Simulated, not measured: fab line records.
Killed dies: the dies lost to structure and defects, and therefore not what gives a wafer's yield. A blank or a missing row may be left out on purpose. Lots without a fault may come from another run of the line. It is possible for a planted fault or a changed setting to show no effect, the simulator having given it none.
fab line records	flow nand-harc
[record] lots = 6	wafers = 18	last-day = 32
route steps=1302 shown A_CHANNEL_HOLE_D2@603 A_CHANNEL_FILL_D2@610 END@1302
lots with no fault: from the same line, run without faults
start-h: the number of hours between the record's first day and the start of the first shown wafer of the lot	wait-h: hours since the lot's step before	" as in the row above	L1.1+2: one row covering several wafers at once	- no value, or no start given	* or withheld: withheld	< > ~ a bound
route shown NAME@n: a module of which the file shows steps, and the number in the route of the first	usual: mean and standard deviation over wafers with no fault	same: alike in all rows	chamber/n: place in a boat	sites: readings site by site	_std_site: the values' standard deviation	_edge_site: outer sites' mean less inner sites'	radius-mm: how far each site lies from the wafer's centre	mask NAME#n: copy n	behind: the last tool/chamber to shape the wafer	hold: reason for holding the lot/hours on hold/outcome of the hold	device: names the non-switching transistor (n, p or np)	end of line: at the end of the route, the tests of the same wafers	a step given without rows: its recipe and nothing more	killed: the dies lost at the first sort to structure and to defects; this is not the yield of the wafer	map: the dies of a wafer, with x for killed, . for not killed, _ for no die there
set.NAME: the run value of the setting; set.NAME@STEP: its run value at that earlier step	model.NAME: the simulator's own value behind a step, which no gauge read
certain route steps with their lots: each step a table, each wafer a row
services: when a tool's chamber went out of use (start-h, in hours from the record's first day, below 0 if earlier), for how many hours, and the reason
[[steps]]
[step NHARC_A_CHANNEL_HOLE_D2_ETCH_44]
[recipe] target-depth-a = 1400	overetch-a = 140	time-s = 77	ion-energy-ev = 100	cf4-flow-sccm = 80	o2-flow-sccm = 20	ar-flow-sccm = 0	rf-w = 300	bias-w = 100	chemistry = CF4/O2
[step NHARC_A_CHANNEL_HOLE_D2_STRIP_28]
[recipe] o2-flow-sccm = 500	ar-flow-sccm = 0	bias-w = 0	chemistry = O2
[usual] drypump-motor-current-A = 5.6/0.31	mfc-ar-sccm = 0.011/0.014	oes-product-au = 0.998/0.011	rf-vpp-V = 57.9/0.81	showerhead-plenum-p-Torr = 3.54/0.16	throttle-valve-pct = 17.037/0.009
lot.wafer	tool	chamber	start-h	wait-h	drypump-motor-current-A	mfc-ar-sccm	oes-product-au	rf-hours-counter-h	rf-vpp-V	showerhead-plenum-p-Torr	throttle-valve-pct
L670.1	rie-diel-01	0	-	-	5.9	0	0.993	5.2	58.4	3.53	17.045
L670.6	"	2	"	"	5.9	0	0.987	-	58.6	3.76	17.038
L670.5	"	3	"	"	5.1	0.035	1.000	-	58.2	3.31	17.045
L673.3	rie-diel-01	3	-	-	5.1	0.035	1.009	8.1	57.2	3.31	17.027
L673.2	"	2	"	"	5.9	0	0.991	7.5	57.7	3.76	17.047
L673.4	"	3	"	"	5.1	0.035	1.011	-	58.4	3.31	17.041
L678.3	rie-diel-02	3	-	-	5.6	0	0.996	0.7	57.6	3.36	17.050
L678.4	"	0	"	"	5.1	0	0.989	0.7	57.3	3.48	17.055
L678.2	"	2	"	"	6.1	0.017	0.983	0.8	58.2	3.60	17.044
L676.2	rie-diel-10	0	-	-	5.4	0.034	0.993	9.7	57.6	3.49	17.030
L676.4	"	1	"	"	6.0	0.015	1.002	9.9	58.3	3.50	17.027
L676.6	"	3	"	"	5.8	0	1.007	-	58.4	3.63	17.046
L677.1	rie-diel-01	0	-	-	5.9	0	0.997	1.9	58.1	3.53	17.025
L677.3	"	1	"	"	5.6	0.018	0.996	1.7	57.1	3.46	17.025
L677.6	"	1	"	"	5.5	0.018	0.988	-	57.3	3.46	17.033
L684.3	rie-diel-01	3	-	-	5.1	0.035	0.993	5.8	57.0	3.30	17.039
L684.1	"	1	"	"	5.5	0.018	0.982	4.6	58.5	3.46	17.039
L684.2	"	2	"	"	5.9	0	0.980	5.1	58.7	3.76	17.032
[step NHARC_A_CHANNEL_HOLE_D2_PRECLEAN_29]
[recipe] time-s = *	temp-c = 50	bath-age-min = 0	chemistry = SC1
[step NHARC_A_CHANNEL_HOLE_D2_SRD_30]
[step NHARC_A_CHANNEL_HOLE_D2_CD_MEAS_31]
[usual] cd-nm = 89.9/1.2
lot.wafer	tool	chamber	start-h	wait-h	cd-nm
L670.1	cd-sem-03	-	336.97	-	91.7
L670.5	"	-	"	"	92.8
L670.6	"	-	"	"	90.4
L673.2	cd-sem-01	-	376.50	-	89.7
L673.3	"	-	"	"	92.8
L673.4	"	-	"	"	92.0
L678.2	cd-sem-01	-	414.36	-	88.6
L678.3	"	-	"	"	90.1
L678.4	"	-	"	"	90.7
L676.2	cd-sem-03	-	416.89	-	90.8
L676.4	"	-	"	"	89.6
L676.6	"	-	"	"	90.3
L677.1	cd-sem-03	-	418.53	-	90.3
L677.3	"	-	"	"	91.8
L677.6	"	-	"	"	91.9
L684.1	cd-sem-03	-	485.10	0.1	89.0
L684.2	"	-	"	"	89.9
L684.3	"	-	"	"	89.9
[step NHARC_A_CHANNEL_HOLE_D2_XSEM_32]
[recipe] landing-energy-ev = 35000
[usual] bot-cd-nm = 74.3/1.3	bow-nm = 8.6/0.32	tilt-deg = 0.07/0.042
lot.wafer	tool	chamber	start-h	wait-h	bot-cd-nm	bow-nm	tilt-deg
L670.1	xsem-01	0	337.06	0.1	77.2	8.7	0.10
L670.5	"	0	"	"	77.3	8.6	0.10
L670.6	"	0	"	"	75.7	8.6	0.10
L673.2	xsem-02	0	376.59	0.1	73.1	8.3	0.09
L673.3	"	0	"	"	76.8	8.3	0.08
L673.4	"	0	"	"	76.1	8.3	0.08
L678.2	xsem-01	0	414.45	0.1	73.8	8.4	0.07
L678.3	"	0	"	"	75.5	8.4	0.07
L678.4	"	0	"	"	76.0	8.5	0.07
L676.2	xsem-01	0	416.97	0.1	75.5	8.3	0.02
L676.4	"	0	"	"	74.6	8.3	0.02
L676.6	"	0	"	"	73.8	8.3	0.02
L677.1	xsem-02	0	418.63	0.1	73.9	9.2	0.12
L677.3	"	0	"	"	74.9	9.2	0.13
L677.6	"	0	"	"	75.2	9.2	0.13
L684.1	xsem-02	0	485.19	0.1	73.7	8.6	-0.02
L684.2	"	0	"	"	74.6	8.5	-0.02
L684.3	"	0	"	"	74.3	8.6	-0.02
[step NHARC_A_CHANNEL_HOLE_D2_INSPECT_40]
[usual] raw-defect-count = 293/82
lot.wafer	tool	chamber	start-h	wait-h	raw-defect-count
L670.1	defect-inspect-01	-	337.15	-	326
L670.5	"	-	"	"	265
L670.6	"	-	"	"	246
L673.2	defect-inspect-02	-	376.68	-	249
L673.3	"	-	"	"	275
L673.4	"	-	"	"	378
L678.2	defect-inspect-02	-	414.54	-	204
L678.3	"	-	"	"	515
L678.4	"	-	"	"	227
L676.2	defect-inspect-02	-	417.07	-	224
L676.4	"	-	"	"	256
L676.6	"	-	"	"	194
L677.1	defect-inspect-02	-	418.72	-	338
L677.3	"	-	"	"	239
L677.6	"	-	"	"	259
L684.1	defect-inspect-01	-	485.29	-	233
L684.2	"	-	"	"	207
L684.3	"	-	"	"	221
[step NHARC_A_CHANNEL_FILL_D2_PRECLEAN_00]
[recipe] time-s = *	temp-c = 50	bath-age-min = 0	chemistry = SC1
[step NHARC_A_CHANNEL_FILL_D2_SRD_01]
[step NHARC_A_CHANNEL_FILL_D2_ALD_02]
[recipe] target-thk-a = 60	pulse-time-s = 10	ald-cycles = 60	temp-c = 300	material = SiO2
[step NHARC_A_CHANNEL_FILL_D2_ALD_03]
[recipe] target-thk-a = 60	pulse-time-s = 60	ald-cycles = 58	temp-c = 630	pressure-torr = 2	material = SiNx
[usual] precursor-pulse-height-rel = 1.001/0.019	susceptor-temp-C = 629.94/0.3
lot.wafer	tool	chamber	start-h	wait-h	precursor-pulse-height-rel	susceptor-temp-C
L670.1	ald-sin-batch-01	0	-	-	0.991	630.26
L670.5	"	0	"	"	1.020	630.28
L670.6	"	0	"	"	1.003	630.39
L673.2	ald-sin-batch-02	0	-	-	0.973	630.17
L673.3	"	0	"	"	1.020	630.06
L673.4	"	0	"	"	1.007	629.89
L676.2	ald-sin-batch-01	0	-	-	0.999	629.97
L676.4	"	0	"	"	1.004	629.63
L676.6	"	0	"	"	1.014	630.55
L678.2	ald-sin-batch-01	0	-	-	0.993	629.82
L678.3	"	0	"	"	1.026	629.65
L678.4	"	0	"	"	0.995	629.52
L677.1	ald-sin-batch-01	0	-	-	1.014	-
L677.3	"	0	"	"	0.994	-
L677.6	"	0	"	"	0.985	-
L684.1	ald-sin-batch-02	0	-	-	1.009	629.60
L684.2	"	0	"	"	1.006	629.48
L684.3	"	0	"	"	1.001	629.75
[step NHARC_A_CHANNEL_FILL_D2_ALD_14]
[recipe] target-thk-a = 25	pulse-time-s = 10	ald-cycles = 25	temp-c = 300	material = SiO2
[usual] heater-power-w = 476/34	precursor-pulse-height-rel = 0.999/0.021	susceptor-temp-C = 299.97/0.19
lot.wafer	tool	chamber	start-h	wait-h	heater-power-w	precursor-pulse-height-rel	susceptor-temp-C
L670.1	ald-hk-01	1	344.48	0.2	532	1.025	300.14
L670.5	"	2	"	"	436	1.035	299.90
L670.6	"	3	"	"	460	0.969	299.82
L673.4	ald-hk-01	2	384.26	0.0	426	1.024	299.94
L673.2	"	3	"	"	460	1.037	299.93
L673.3	"	1	"	"	536	1.003	299.34
L678.2	ald-hk-01	1	421.77	0.0	531	0.998	300.44
L678.4	"	2	"	"	430	0.970	299.93
L678.3	"	3	"	"	458	0.991	300.21
L676.4	ald-hk-01	1	422.03	0.3	538	0.991	300.05
L676.2	"	2	"	"	422	0.936	299.88
L676.6	"	0	"	"	490	1.001	299.68
L677.3	ald-hk-01	3	425.94	0.1	468	0.978	300.02
L677.1	"	1	"	"	529	0.977	300.22
L677.6	"	3	"	"	464	1.016	300.08
L684.2	ald-hk-01	1	493.39	0.9	503	1.018	299.91
L684.3	"	3	"	"	480	0.970	300.12
L684.1	"	0	"	"	485	1.026	300.18
[step NHARC_A_CHANNEL_FILL_D2_ALD_15]
[recipe] target-thk-a = 20	pulse-time-s = 60	ald-cycles = 19	temp-c = 630	pressure-torr = 2	material = SiNx
[usual] precursor-pulse-height-rel = 1.003/0.021	susceptor-temp-C = 630.02/0.29
lot.wafer	tool	chamber	start-h	wait-h	precursor-pulse-height-rel	susceptor-temp-C
L670.1	ald-sin-batch-02	0	347.49	-	0.978	629.63
L670.5	"	0	"	"	1.013	629.92
L670.6	"	0	"	"	1.010	630.34
L673.2	ald-sin-batch-03	0	387.38	-	0.994	630.12
L673.3	"	0	"	"	1.010	630.23
L673.4	"	0	"	"	1.032	630.22
L676.2	ald-sin-batch-03	0	424.90	-	0.986	676.88
L676.4	"	0	"	"	0.992	677.22
L676.6	"	0	"	"	0.986	676.85
L678.2	ald-sin-batch-03	0	424.90	-	0.970	677.15
L678.3	"	0	"	"	1.010	677.50
L678.4	"	0	"	"	0.993	677.05
L677.1	ald-sin-batch-01	0	429.03	-	1.020	630.29
L677.3	"	0	"	"	0.981	630.07
L677.6	"	0	"	"	1.008	630.29
L684.1	ald-sin-batch-01	0	496.51	-	1.007	629.76
L684.2	"	0	"	"	1.004	630.31
L684.3	"	0	"	"	0.965	630.06
[step NHARC_A_CHANNEL_FILL_D2_ALD_16]
[recipe] target-thk-a = 15	pulse-time-s = 10	ald-cycles = 15	temp-c = 300	material = SiO2
[usual] heater-power-w = 474/32	precursor-pulse-height-rel = 1.000/0.019	susceptor-temp-C = 300.03/0.21
lot.wafer	tool	chamber	start-h	wait-h	heater-power-w	precursor-pulse-height-rel	susceptor-temp-C
L670.1	ald-hk-04	1	349.63	0.1	453	1.008	300.17
L670.5	"	3	"	"	528	0.995	300.06
L670.6	"	0	"	"	432	1.038	299.68
L673.4	ald-hk-04	3	389.43	0.0	516	1.000	299.84
L673.2	"	1	"	"	463	0.986	300.09
L673.3	"	2	"	"	481	0.997	299.97
L676.2	ald-hk-02	2	426.98	0.0	452	0.974	300.04
L676.4	"	3	"	"	486	0.996	300.12
L676.6	"	3	"	"	487	0.996	300.27
L678.4	ald-hk-01	2	426.99	0.0	431	0.997	299.70
L678.2	"	3	"	"	460	0.978	299.89
L678.3	"	1	"	"	542	0.991	300.02
L677.3	ald-hk-02	0	431.11	0.0	497	0.960	300.09
L677.1	"	2	"	"	455	0.969	299.82
L677.6	"	0	"	"	510	0.983	299.92
L684.1	ald-hk-01	1	498.59	0.0	520	1.003	299.90
L684.3	"	2	"	"	433	1.015	300.02
L684.2	"	3	"	"	481	0.960	300.11
[step NHARC_END_SORT_01]
[recipe] temp-c = 25
[usual] killed-at-array = 55/20	killed-at-other = 1.2/1.3	killed-at-periphery = 4.0/3	killed-dies = 60/21	killed-open = 3.2/1.9	killed-short = 2.5/1.6
[same] gross-dies = 677
lot.wafer	tool	chamber	start-h	wait-h	killed-at-array	killed-at-other	killed-at-periphery	killed-dies	killed-open	killed-short
L678.3	prober-01	0	686.31	3.1	56	0	2	58	3	3
// killed by level:class
L678.3 A_SLIT:chamber-film-flake=26 A_CHANNEL_HOLE_D2:chamber-film-flake=11 A_CHANNEL_HOLE_D1:chamber-film-flake=4 A_CONTACT:chamber-film-flake=4 A_STAIRCASE:chamber-film-flake=3 P_M1:geometric-particle:open=1 A_ONON_D2:geometric-particle:short=1 A_CHANNEL_FILL_D2:geometric-particle:short=1
[[services]]
tool	chamber	start-h	hours	kind
rie-diel-02	-	317.89	2.4	repair
rie-diel-01	0	335.32	-	clean
rie-diel-01	1	335.32	-	clean
rie-diel-01	2	335.32	-	clean
rie-diel-01	3	335.32	-	clean
rie-diel-02	0	348.58	9.7	repair
ald-hk-02	-	351.14	10.0	pm
rie-diel-01	0	367.01	23.5	repair
xsem-01	-	374.00	14.0	pm
rie-diel-01	-	380.82	9.0	pm
rie-diel-02	-	394.02	9.0	pm
xsem-02	-	410.70	7.6	repair
rie-diel-10	-	419.50	9.0	pm
ald-hk-04	-	437.74	10.0	pm
ald-hk-02	-	440.40	2.7	repair
rie-diel-01	0	471.23	34.1	repair
ald-hk-01	1	475.68	10.0	vent-cycle
ald-hk-01	2	475.68	10.0	vent-cycle
ald-hk-01	0	485.68	-	clean
ald-hk-01	1	485.68	-	clean
ald-hk-01	2	485.68	-	clean
ald-hk-01	3	485.68	-	clean
ald-sin-batch-03	-	491.93	5.0	repair
rie-diel-01	3	496.43	14.7	repair
[[key]]
[first-sign] step = NHARC_A_CHANNEL_FILL_D2_ALD_15	reading = susceptor-temp-C	direction = up	sigmas = 99+	usual = *	struck = *
effect none on later readings
met-at NHARC_A_CHANNEL_FILL_D2_ALD_15
struck-wafers L676.2,L676.4,L676.6,L678.2,L678.3,L678.4
tester-left-out L676,L678
onset-between 387.38 424.90
[fault] kind = process-parameter-drift	tool = ald-sin-batch-03	chamber = -	onset-h = 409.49	steps = NHARC_A_CHANNEL_FILL_D2_ALD_15	channel = temp-c	offset = *	shape = step	end-h = 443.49	acts-in = *	stated = *
// tester-left-out: of these lots the tester's yield and bins aren't shown, on N5 and GAA mostly nor the transistor test; their killed dies are dies lost to structure and defects alone, not to doping, threshold or leakage, so they don't give the yield
